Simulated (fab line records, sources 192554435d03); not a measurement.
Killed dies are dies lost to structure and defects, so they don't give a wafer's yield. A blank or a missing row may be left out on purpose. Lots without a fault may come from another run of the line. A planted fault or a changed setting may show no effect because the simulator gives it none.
Which tool did it? | flow n5_finfet | 11 lots, 33 wafers sampled, at 4 steps of a route of 1938

WHAT THE GAUGES READ, wafer by wafer
N5_BEOL_M9_OCD_MEAS_38. Usual: trench_depth_nm 150 nm, standard deviation 3.5.
lot  | measured     | on     | trench_depth_nm (nm) | flag
L107 | day 11 04:14 | ocd-01 | 156 149 152          |
L113 | day 11 23:38 | ocd-01 | 146 149 148          |
L106 | day 12 00:08 | ocd-01 | 155 146 150          |
L114 | day 12 02:21 | ocd-02 | 148 148 152          |
L115 | day 12 16:59 | ocd-01 | 155 151 153          |
L117 | day 12 17:25 | ocd-01 | 156 153 153          |
L118 | day 13 15:43 | ocd-01 | 154 155 152          |
L121 | day 14 12:37 | ocd-01 | 157 147 147          |
L126 | day 16 05:21 | ocd-02 | 153 145 148          |
L127 | day 16 05:32 | ocd-01 | 146 148 155          |
L128 | day 16 14:35 | ocd-02 | 155 153 151          |

N5_BEOL_M9_THK_MEAS_53: measures by xrf. Usual: M9_THK 138 nm, standard deviation 4.4.
lot  | measured     | on            | M9_THK (nm) | flag
L107 | day 11 06:42 | film_metro-01 | 144 138 139 |
L113 | day 12 01:44 | film_metro-02 | 134 138 137 |
L106 | day 12 03:11 | film_metro-01 | 143 132 136 |
L114 | day 12 04:37 | film_metro-01 | 135 135 140 |
L115 | day 12 19:49 | film_metro-01 | 145 138 142 |
L117 | day 12 20:22 | film_metro-02 | 145 141 140 |
L118 | day 13 19:30 | film_metro-01 | 141 139 136 |
L121 | day 14 15:56 | film_metro-01 | 143 134 133 |
L126 | day 16 07:53 | film_metro-02 | 142 137 137 |
L127 | day 16 08:41 | film_metro-02 | 137 137 145 |
L128 | day 16 16:53 | film_metro-02 | 146 143 142 |

WHICH TOOL RAN EACH LOT (tool, then ch and the chambers of the sampled wafers, then the start)
lot  | N5_BEOL_M9_VIA_ETCH_34             | N5_BEOL_M9_ALD_74
L107 | rie_diel-04 ch 1,2,3, day 11 03:58 | ald_metal-04 ch 0,2, day 11 04:52
L113 | rie_diel-02 ch 0,1,3, day 11 23:22 | ald_metal-03 ch 1,2, day 12 00:20
L106 | rie_diel-06 ch 0,1,2, day 11 23:52 | ald_metal-02 ch 0,1, day 12 00:46
L114 | rie_diel-06 ch 0,1,3, day 12 02:04 | ald_metal-04 ch 0,1,2, day 12 03:06
L115 | rie_diel-04 ch 1,2,3, day 12 16:43 | ald_metal-04 ch 0,2,3, day 12 17:46
L117 | rie_diel-04 ch 0,2, day 12 17:08   | ald_metal-02 ch 1,2,3, day 12 18:04
L118 | rie_diel-04 ch 0,2,3, day 13 15:27 | ald_metal-04 ch 0,1,2, day 13 16:25
L121 | rie_diel-02 ch 0,2,3, day 14 12:20 | ald_metal-04 ch 0,1,2, day 14 13:53
L126 | rie_diel-06 ch 0,2,3, day 16 05:04 | ald_metal-02 ch 0,1,2, day 16 06:11
L127 | rie_diel-02 ch 0,1,2, day 16 05:16 | ald_metal-03 ch 0,1,3, day 16 06:24
L128 | rie_diel-04 ch 0,1,3, day 16 14:19 | ald_metal-03 ch 0,2,3, day 16 15:25
- N5_BEOL_M9_VIA_ETCH_34: etches SiCOH lowk in C4F6/O2, target depth 182.4 nm, time 68.4 s.
- N5_BEOL_M9_ALD_74: deposits TaN, target thk 2 nm, pulse time 2 s, purge time 3 s.

WHAT THE TOOLS THEMSELVES READ (means of the sampled wafers that have a number; where no wafer has one, the mark that the record gives instead)
N5_BEOL_M9_VIA_ETCH_34. Usual: drypump_motor_current_A 5.8 A, standard deviation 0.33; oes_product_au 0.81 a.u., standard deviation 0.089; rf_vpp_V 670 V, standard deviation 12; showerhead_plenum_p_Torr 2.90 Torr, standard deviation 0.088; throttle_valve_pct 20.91 %, standard deviation 0.24.
lot  | tool        | drypump_motor_current_A (A) | oes_product_au (a.u.) | rf_vpp_V (V) | showerhead_plenum_p_Torr (Torr) | throttle_valve_pct (%) | flag
L107 | rie_diel-04 | 5.5                         | 0.74                  | 669          | 2.90                            | 21.03                  |
L113 | rie_diel-02 | 6.1                         | 0.75                  | 661          | 2.81                            | 21.06                  |
L106 | rie_diel-06 | 5.9                         | 0.84                  | 669          | 2.95                            | 20.65                  |
L114 | rie_diel-06 | 5.9                         | 0.87                  | 671          | 2.89                            | 20.88                  |
L115 | rie_diel-04 | 5.5                         | 0.86                  | 669          | 2.89                            | 20.90                  |
L117 | rie_diel-04 | 5.7                         | 0.82                  | 690          | 2.99                            | 21.02                  |
L118 | rie_diel-04 | 5.7                         | 0.83                  | 681          | 2.96                            | 20.90                  |
L121 | rie_diel-02 | 5.9                         | 0.86                  | 665          | 2.94                            | 20.88                  |
L126 | rie_diel-06 | 5.8                         | 0.77                  | 667          | 2.86                            | 20.88                  |
L127 | rie_diel-02 | 5.9                         | 0.81                  | 675          | 2.91                            | 20.98                  |
L128 | rie_diel-04 | 5.8                         | 0.86                  | 667          | 2.90                            | 20.83                  |

N5_BEOL_M9_ALD_74. Usual: heater_power_w 414 W, standard deviation 45.
lot  | tool         | heater_power_w (W) | flag
L107 | ald_metal-04 | 443                |
L113 | ald_metal-03 | 378                |
L106 | ald_metal-02 | 429                |
L114 | ald_metal-04 | 449                |
L115 | ald_metal-04 | 401                |
L117 | ald_metal-02 | 420                |
L118 | ald_metal-04 | 445                |
L121 | ald_metal-04 | 441                |
L126 | ald_metal-02 | 417                |
L127 | ald_metal-03 | 396                |
L128 | ald_metal-03 | 407                |

THE ANSWER, worked out from the rows above alone
Rule: a lot is off if the mean of its wafers that have a number lies more than 3 standard deviations from the usual mean. A lot without any number at a reading at which 4 lots or more have one is off too. The other lots that the step has rows for count as sound. The gauges are gone through in route order, then the tools' own readings, and for those a lot's mean is taken as printed above. The first step at which some lot is off is used, and at that step the reading that is off furthest; a lot without a number counts as furthest.
No lot is off at any reading shown: from this, nothing can be told.

WHAT THE SIMULATOR HAD PUT IN
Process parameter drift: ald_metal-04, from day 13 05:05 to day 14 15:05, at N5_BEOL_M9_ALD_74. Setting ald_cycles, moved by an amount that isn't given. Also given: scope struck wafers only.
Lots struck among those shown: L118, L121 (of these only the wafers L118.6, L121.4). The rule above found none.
